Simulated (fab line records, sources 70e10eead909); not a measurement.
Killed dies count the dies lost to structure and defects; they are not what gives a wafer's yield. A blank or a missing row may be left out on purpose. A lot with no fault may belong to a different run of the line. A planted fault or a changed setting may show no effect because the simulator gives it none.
What tool caused it? ; flow nand_harc ; Sampling: 23 lots, 69 wafers, 6 of 1302 route steps

== WHAT THE GAUGES READ, wafer by wafer ==
No reading from a measuring or inspecting step in the record can be judged against a usual standard deviation.

== TOOL THAT RAN EACH LOT (tool first, then ch and the chambers of the sampled wafers, then the start) ==
lot;NHARC_A_CHANNEL_FILL_D2_CMP_10;NHARC_A_STAIRCASE_TRIM_198;NHARC_A_STAIRCASE_ETCH_203;NHARC_A_STAIRCASE_DESCUM_219;NHARC_A_STAIRCASE_ETCH_221;NHARC_A_STAIRCASE_ETCH_223
L074;cmp-04 ch 1,2, day 15 09:25;rie_diel-10 ch 1,2, day 16 03:35 or earlier;rie_diel-10 ch 0,2, day 16 03:35 or earlier;rie_diel-07 ch 2,3, day 16 03:35;rie_diel-07 ch 1,2,3, no start;rie_diel-07 ch 0,1,3, no start
L075;cmp-03 ch 0,2,3, day 15 18:04;rie_diel-07 ch 1,2, day 16 09:32 or earlier;rie_diel-07 ch 1,2,3, day 16 09:32 or earlier;rie_diel-10 ch 0,2, day 16 09:32;rie_diel-10 ch 0,1,2, no start;rie_diel-10 ch 0,2, no start
L077;cmp-03 ch 0,1, day 16 18:13;rie_diel-04 ch 0,1,3, day 17 05:35 or earlier;rie_diel-04 ch 1,2, day 17 05:35 or earlier;rie_diel-10 ch 0,1,2, day 17 05:35;rie_diel-10 ch 1,2, no start;rie_diel-10 ch 0,1,2, no start
L076;cmp-04 ch 0,2,3, day 16 18:14;rie_diel-07 ch 0,1,3, day 17 06:13 or earlier;rie_diel-07 ch 0,2,3, day 17 06:13 or earlier;rie_diel-07 ch 0,2,3, day 17 06:13;rie_diel-07 ch 0,2,3, no start;rie_diel-07 ch 0,1,2, no start
L078;cmp-04 ch 1,3, day 17 04:34;rie_diel-04 ch 1,2,3, day 17 15:43 or earlier;rie_diel-04 ch 0,1,2, day 17 15:43 or earlier;rie_diel-10 ch 1,2,3, day 17 15:43;rie_diel-10 ch 1,3, no start;rie_diel-10 ch 0,1,3, no start
L080;cmp-02 ch 0,3, day 17 19:11;rie_diel-10 ch 0,1,3, day 18 08:10 or earlier;rie_diel-10 ch 0,3, day 18 08:10 or earlier;rie_diel-10 ch 0,1, day 18 08:10;rie_diel-10 ch 1,2, no start;rie_diel-10 ch 0,1, no start
L082;cmp-03 ch 1,2,3, day 18 07:22;rie_diel-04 ch 0,1,3, day 18 18:49 or earlier;rie_diel-04 ch 1,2,3, day 18 18:49 or earlier;rie_diel-07 ch 1,2, day 18 18:49;rie_diel-07 ch 1,2, no start;rie_diel-07 ch 0,1,2, no start
L081;cmp-04 ch 0,2,3, day 18 18:43;rie_diel-10 ch 1,2, day 19 05:34 or earlier;rie_diel-10 ch 1,2,3, day 19 05:34 or earlier;rie_diel-10 ch 0,2,3, day 19 05:34;rie_diel-10 ch 0,3, no start;rie_diel-10 ch 0,1,2, no start
L083;cmp-03 ch 0,1,2, day 19 06:41;rie_diel-04 ch 0,2,3, day 19 18:08 or earlier;rie_diel-04 ch 1,2,3, day 19 18:08 or earlier;rie_diel-04 ch 0,1,2, day 19 18:08;rie_diel-04 ch 1,2,3, no start;rie_diel-04 ch 0,1,2, no start
L084;cmp-04 ch 0,1,2, day 19 13:43;rie_diel-07 ch 0,1, day 20 00:39 or earlier;rie_diel-07 ch 1,2, day 20 00:39 or earlier;rie_diel-07 ch 1,3, day 20 00:39;rie_diel-07 ch 0,1, no start;rie_diel-07 ch 0,1,2, no start
L085;cmp-02 ch 0,2,3, day 20 04:26;rie_diel-04 ch 1,2,3, day 20 15:45 or earlier;rie_diel-04 ch 0,2,3, day 20 15:45 or earlier;rie_diel-04 ch 0,1,3, day 20 15:45;rie_diel-04 ch 0,2,3, no start;rie_diel-04 ch 0,1,3, no start
L086;cmp-02 ch 2,3, day 20 09:22;rie_diel-10 ch 1,3, day 20 21:25 or earlier;rie_diel-10 ch 0,2, day 20 21:25 or earlier;rie_diel-04 ch 1,3, day 20 21:25;rie_diel-04 ch 0,2,3, no start;rie_diel-04 ch 1,3, no start
L087;cmp-02 ch 0,2,3, day 21 06:08;rie_diel-07 ch 2,3, day 21 17:17 or earlier;rie_diel-07 ch 1,3, day 21 17:17 or earlier;rie_diel-07 ch 0,1,3, day 21 17:17;rie_diel-07 ch 0,1,2, no start;rie_diel-07 ch 0,2,3, no start
L089;cmp-04 ch 1,2,3, day 21 16:52;rie_diel-04 ch 1,2,3, day 22 04:10 or earlier;rie_diel-04 ch 0,2,3, day 22 04:10 or earlier;rie_diel-10 ch 0,1,2, day 22 04:10;rie_diel-10 ch 0,1,2, no start;rie_diel-10 ch 0,1,2, no start
L088;cmp-03 ch 0,2,3, day 21 16:53;rie_diel-07 ch 0,2, day 22 05:14 or earlier;rie_diel-07 ch 0,2, day 22 05:14 or earlier;rie_diel-07 ch 0,2,3, day 22 05:14;rie_diel-07 ch 0,1,2, no start;rie_diel-07 ch 0,2,3, no start
L090;cmp-02 ch 2,3, day 22 10:26;rie_diel-04 ch 0,3, day 22 21:20 or earlier;rie_diel-04 ch 0,3, day 22 21:20 or earlier;rie_diel-07 ch 2,3, day 22 21:20;rie_diel-07 ch 2,3, no start;rie_diel-07 ch 0,1,3, no start
L091;cmp-02 ch 0,1,2, day 22 20:21;rie_diel-10 ch 0,1,2, day 23 09:42 or earlier;rie_diel-10 ch 0,2, day 23 09:42 or earlier;rie_diel-10 ch 2,3, day 23 09:42;rie_diel-10 ch 1,3, no start;rie_diel-10 ch 0,1,3, no start
L092;cmp-04 ch 0,1,2, day 22 20:22;rie_diel-07 ch 0,2,3, day 23 09:44 or earlier;rie_diel-07 ch 0,2, day 23 09:44 or earlier;rie_diel-07 ch 0,1,3, day 23 09:44;rie_diel-07 ch 0,2,3, no start;rie_diel-07 ch 0,1,3, no start
L094;cmp-04 ch 1,2,3, day 23 16:19;rie_diel-04 ch 2,3, day 24 03:32 or earlier;rie_diel-04 ch 2,3, day 24 03:32 or earlier;rie_diel-10 ch 0,2,3, day 24 03:32;rie_diel-10 ch 0,3, no start;rie_diel-10 ch 0,2,3, no start
L093;cmp-03 ch 0,1,3, day 23 16:20;rie_diel-04 ch 0,2,3, day 24 04:03 or earlier;rie_diel-04 ch 0,1,2, day 24 04:03 or earlier;rie_diel-04 ch 0,3, day 24 04:03;rie_diel-04 ch 0,1,2, no start;rie_diel-04 ch 0,1,3, no start
L096;cmp-04 ch 0,2,3, day 24 11:29;rie_diel-10 ch 1,2,3, day 24 22:20 or earlier;rie_diel-10 ch 0,2,3, day 24 22:20 or earlier;rie_diel-10 ch 0,2,3, day 24 22:20;rie_diel-10 ch 0,2,3, no start;rie_diel-10 ch 0,2,3, no start
L095;cmp-03 ch 0,1,3, day 24 15:16;rie_diel-10 ch 0,2,3, day 25 04:10 or earlier;rie_diel-10 ch 0,2, day 25 04:10 or earlier;rie_diel-10 ch 0,2, day 25 04:10;rie_diel-10 ch 0,2, no start;rie_diel-10 ch 0,2,3, no start
L097;cmp-02 ch 0,3, day 25 11:07;rie_diel-07 ch 0,3, day 25 23:30 or earlier;rie_diel-07 ch 0,1,3, day 25 23:30 or earlier;rie_diel-04 ch 0,1,3, day 25 23:30;rie_diel-04 ch 1,2,3, no start;rie_diel-04 ch 0,1, no start
- NHARC_A_CHANNEL_FILL_D2_CMP_10: polishes, target thk 150 nm.
- NHARC_A_STAIRCASE_TRIM_198: chemistry O2, time 211.2 s.
- NHARC_A_STAIRCASE_ETCH_203: etches the open film in C4F8/O2, target depth 100 nm, time 40.5 s.
- NHARC_A_STAIRCASE_DESCUM_219: chemistry O2, time 3 s.
- NHARC_A_STAIRCASE_ETCH_221: etches the open film in C4F8/O2, target depth 100 nm, time 40.5 s.
- NHARC_A_STAIRCASE_ETCH_223: etches the open film in C4F8/O2, target depth 100 nm, time 40.5 s.

== WHAT THE TOOLS THEMSELVES READ (means of the sampled wafers that have a number; where no wafer has one, the mark that the record gives instead) ==
NHARC_A_CHANNEL_FILL_D2_CMP_10. Usual: motor_current_A 11.5 A, standard deviation 0.84; slurry_filter_dp_kPa 13.50 kPa, standard deviation 0.15; time_to_endpoint_s 14.3 s, standard deviation 1.9.
lot;tool;motor_current_A (A);slurry_filter_dp_kPa (kPa);time_to_endpoint_s (s);flag
L074;cmp-04;12.1;13.58;14.9;
L075;cmp-03;11.1;13.41;12.6;
L077;cmp-03;10.2;13.66;13.4;
L076;cmp-04;11.8;13.45;15.0;
L078;cmp-04;12.2;13.48;15.8;
L080;cmp-02;12.2;13.56;12.4;
L082;cmp-03;11.1;13.63;16.6;
L081;cmp-04;11.9;13.52;14.3;
L083;cmp-03;10.5;13.61;12.4;
L084;cmp-04;12.6;13.42;16.9;
L085;cmp-02;11.9;13.54;13.2;
L086;cmp-02;11.2;13.47;12.9;
L087;cmp-02;11.5;13.61;14.9;
L089;cmp-04;11.7;13.53;15.1;
L088;cmp-03;11.3;13.47;13.9;
L090;cmp-02;11.0;13.39;15.1;
L091;cmp-02;12.0;13.48;13.2;
L092;cmp-04;12.4;13.46;15.0;
L094;cmp-04;12.0;13.59;15.3;
L093;cmp-03;10.4;13.38;15.4;
L096;cmp-04;12.2;13.54;16.4;
L095;cmp-03;10.7;13.51;15.2;
L097;cmp-02;11.6;13.55;15.2;

NHARC_A_STAIRCASE_TRIM_198. Usual: chamber_pressure_mTorr 60.00 mTorr, standard deviation 0.062; drypump_motor_current_A 5.7 A, standard deviation 0.55; oes_product_au 1.001 a.u., standard deviation 0.0074; rf_vpp_V 57.6 V, standard deviation 0.92; showerhead_plenum_p_Torr 3.48 Torr, standard deviation 0.14; throttle_valve_pct 17.038 %, standard deviation 0.0097.
lot;tool;chamber_pressure_mTorr (mTorr);drypump_motor_current_A (A);oes_product_au (a.u.);rf_vpp_V (V);showerhead_plenum_p_Torr (Torr);throttle_valve_pct (%);flag
L074;rie_diel-10;59.97;5.7;0.999;57.0;3.37;17.044;
L075;rie_diel-07;60.01;5.8;1.008;57.3;3.47;17.041;
L077;rie_diel-04;59.98;5.2;1.004;57.8;3.56;17.038;
L076;rie_diel-07;60.02;6.1;1.003;58.8;3.53;17.040;
L078;rie_diel-04;60.02;5.7;1.005;58.1;3.45;17.045;
L080;rie_diel-10;59.98;5.7;1.002;57.8;3.45;17.039;
L082;rie_diel-04;60.00;5.3;1.001;57.7;3.56;17.037;
L081;rie_diel-10;59.97;5.7;0.999;57.3;3.36;17.034;
L083;rie_diel-04;59.97;5.5;0.993;57.9;3.60;17.034;
L084;rie_diel-07;59.95;6.0;1.000;57.1;3.54;17.040;
L085;rie_diel-04;59.92;5.7;0.997;57.8;3.44;17.036;
L086;rie_diel-10;60.06;5.3;1.000;58.3;3.40;17.040;
L087;rie_diel-07;59.98;6.0;0.988;57.4;3.45;17.032;
L089;rie_diel-04;60.01;5.6;0.993;57.7;3.44;17.034;
L088;rie_diel-07;60.00;6.1;0.988;57.2;3.55;17.043;
L090;rie_diel-04;60.02;5.1;1.006;57.9;3.69;17.032;
L091;rie_diel-10;59.99;5.8;1.011;57.4;3.40;17.042;
L092;rie_diel-07;59.96;6.2;1.007;57.6;3.52;17.042;
L094;rie_diel-04;60.04;5.9;0.998;57.2;3.47;17.046;
L093;rie_diel-04;59.98;5.5;1.003;58.4;3.58;17.040;
L096;rie_diel-10;60.01;5.6;0.997;57.5;3.35;17.035;
L095;rie_diel-10;60.03;6.0;1.000;57.2;3.39;17.042;
L097;rie_diel-07;59.98;6.2;0.999;57.4;3.48;17.039;

NHARC_A_STAIRCASE_ETCH_203. Usual: chamber_pressure_mTorr 24.999 mTorr, standard deviation 0.023; oes_product_au 0.944 a.u., standard deviation 0.0081; rf_vpp_V 894 V, standard deviation 5.
lot;tool;chamber_pressure_mTorr (mTorr);oes_product_au (a.u.);rf_vpp_V (V);flag
L074;rie_diel-10;24.990;0.945;895;
L075;rie_diel-07;25.002;0.949;893;
L077;rie_diel-04;24.986;0.947;891;
L076;rie_diel-07;24.993;0.940;897;
L078;rie_diel-04;24.990;0.943;894;
L080;rie_diel-10;25.002;0.948;895;
L082;rie_diel-04;25.005;0.944;893;
L081;rie_diel-10;25.017;0.949;891;
L083;rie_diel-04;25.002;0.946;893;
L084;rie_diel-07;24.994;0.938;894;
L085;rie_diel-04;25.003;0.944;898;
L086;rie_diel-10;25.013;0.937;893;
L087;rie_diel-07;24.982;0.941;892;
L089;rie_diel-04;25.004;0.950;897;
L088;rie_diel-07;24.998;0.936;897;
L090;rie_diel-04;25.012;0.942;901;
L091;rie_diel-10;25.026;0.939;890;
L092;rie_diel-07;25.005;0.950;900;
L094;rie_diel-04;25.001;0.936;894;
L093;rie_diel-04;24.989;0.953;894;
L096;rie_diel-10;25.013;0.937;891;
L095;rie_diel-10;24.981;0.946;893;
L097;rie_diel-07;25.022;0.952;894;

NHARC_A_STAIRCASE_DESCUM_219. Usual: chamber_pressure_mTorr 60.00 mTorr, standard deviation 0.058; drypump_motor_current_A 5.8 A, standard deviation 0.5; oes_product_au 1.001 a.u., standard deviation 0.0074; rf_vpp_V 57.7 V, standard deviation 0.85; showerhead_plenum_p_Torr 1.88 Torr, standard deviation 0.074; throttle_valve_pct 11.311 %, standard deviation 0.0087.
lot;tool;chamber_pressure_mTorr (mTorr);drypump_motor_current_A (A);oes_product_au (a.u.);rf_vpp_V (V);showerhead_plenum_p_Torr (Torr);throttle_valve_pct (%);flag
L074;rie_diel-07;59.97;6.0;1.001;57.7;1.88;11.315;
L075;rie_diel-10;59.96;6.0;1.005;58.1;1.84;11.316;
L077;rie_diel-10;60.04;5.8;1.002;57.1;1.86;11.311;
L076;rie_diel-07;59.96;6.2;1.004;57.9;1.92;11.303;
L078;rie_diel-10;59.94;5.6;1.003;57.4;1.83;11.311;
L080;rie_diel-10;60.02;5.6;0.997;57.4;1.87;11.313;
L082;rie_diel-07;60.00;5.8;0.992;57.7;1.88;11.305;
L081;rie_diel-10;59.95;5.9;1.010;58.1;1.85;11.307;
L083;rie_diel-04;60.00;5.1;1.006;58.8;1.90;11.313;
L084;rie_diel-07;59.97;5.8;0.995;56.6;1.86;11.315;
L085;rie_diel-04;60.03;5.2;0.995;57.4;1.92;11.301;
L086;rie_diel-04;59.99;5.8;1.003;58.0;1.89;11.316;
L087;rie_diel-07;60.02;6.1;0.995;57.9;1.90;11.319;
L089;rie_diel-10;60.04;5.8;1.001;57.6;1.85;11.311;
L088;rie_diel-07;59.99;6.1;0.992;58.3;1.91;11.308;
L090;rie_diel-07;60.03;6.0;0.993;58.1;1.86;11.311;
L091;rie_diel-10;60.02;5.9;0.995;57.3;1.80;11.303;
L092;rie_diel-07;60.01;6.1;1.005;57.0;1.90;11.314;
L094;rie_diel-10;60.00;5.9;1.001;57.8;1.84;11.317;
L093;rie_diel-04;59.99;5.6;1.003;58.0;1.97;11.310;
L096;rie_diel-10;60.05;5.9;1.001;57.6;1.84;11.310;
L095;rie_diel-10;60.03;6.0;1.000;57.3;1.82;11.313;
L097;rie_diel-04;59.96;5.2;1.003;57.1;1.91;11.306;

NHARC_A_STAIRCASE_ETCH_221. Usual: chamber_pressure_mTorr 24.997 mTorr, standard deviation 0.023; oes_product_au 0.942 a.u., standard deviation 0.011; rf_vpp_V 894 V, standard deviation 4.7.
lot;tool;chamber_pressure_mTorr (mTorr);oes_product_au (a.u.);rf_vpp_V (V);flag
L074;rie_diel-07;25.013;0.935;893;
L075;rie_diel-10;25.011;0.939;892;
L077;rie_diel-10;24.996;0.951;889;
L076;rie_diel-07;25.008;0.938;897;
L078;rie_diel-10;25.011;0.930;892;
L080;rie_diel-10;25.012;0.948;890;
L082;rie_diel-07;24.997;0.921;893;
L081;rie_diel-10;25.013;0.936;894;
L083;rie_diel-04;25.001;0.955;893;
L084;rie_diel-07;24.976;0.944;895;
L085;rie_diel-04;24.990;0.946;898;
L086;rie_diel-04;24.995;0.947;899;
L087;rie_diel-07;24.983;0.948;897;
L089;rie_diel-10;25.018;0.954;892;
L088;rie_diel-07;25.031;0.948;896;
L090;rie_diel-07;24.990;0.944;892;
L091;rie_diel-10;24.984;0.940;891;
L092;rie_diel-07;25.004;0.944;895;
L094;rie_diel-10;24.982;0.951;892;
L093;rie_diel-04;25.009;0.941;894;
L096;rie_diel-10;24.981;0.926;891;
L095;rie_diel-10;25.006;0.947;891;
L097;rie_diel-04;25.004;0.923;892;

NHARC_A_STAIRCASE_ETCH_223. Usual: chamber_pressure_mTorr 25.002 mTorr, standard deviation 0.023; oes_product_au 0.942 a.u., standard deviation 0.008; rf_vpp_V 894 V, standard deviation 4.9.
lot;tool;chamber_pressure_mTorr (mTorr);oes_product_au (a.u.);rf_vpp_V (V);flag
L074;rie_diel-07;24.998;0.940;896;
L075;rie_diel-10;24.998;0.939;894;
L077;rie_diel-10;25.011;0.943;892;
L076;rie_diel-07;25.003;0.943;897;
L078;rie_diel-10;24.997;0.937;893;
L080;rie_diel-10;24.999;0.937;895;
L082;rie_diel-07;25.011;0.939;897;
L081;rie_diel-10;25.024;0.940;891;
L083;rie_diel-04;25.011;0.941;895;
L084;rie_diel-07;24.997;0.941;896;
L085;rie_diel-04;24.983;0.944;897;
L086;rie_diel-04;25.007;0.947;890;
L087;rie_diel-07;24.996;0.956;895;
L089;rie_diel-10;25.015;0.946;893;
L088;rie_diel-07;25.001;0.951;895;
L090;rie_diel-07;24.977;0.944;896;
L091;rie_diel-10;24.980;0.936;893;
L092;rie_diel-07;25.009;0.934;896;
L094;rie_diel-10;25.019;0.947;891;
L093;rie_diel-04;25.013;0.945;896;
L096;rie_diel-10;25.011;0.929;892;
L095;rie_diel-10;25.004;0.941;892;
L097;rie_diel-04;24.998;0.939;892;

== THE ANSWER, worked out from the rows above alone ==
Rule: a lot is off if the mean of its wafers that have a number lies more than 3 standard deviations from the usual mean. A lot without any number at a reading at which 4 lots or more have one is off too. Where the step has rows for the other lots, those lots are counted as sound. The gauges are gone through in route order, then the tools' own readings, and for those a lot's mean is taken as printed above. The first step at which some lot is off is used, and at that step the reading that is off furthest; a lot without a number counts as furthest.
No lot is off on any of the readings shown, so nothing can be concluded from this.

== WHAT THE SIMULATOR HAD INSERTED ==
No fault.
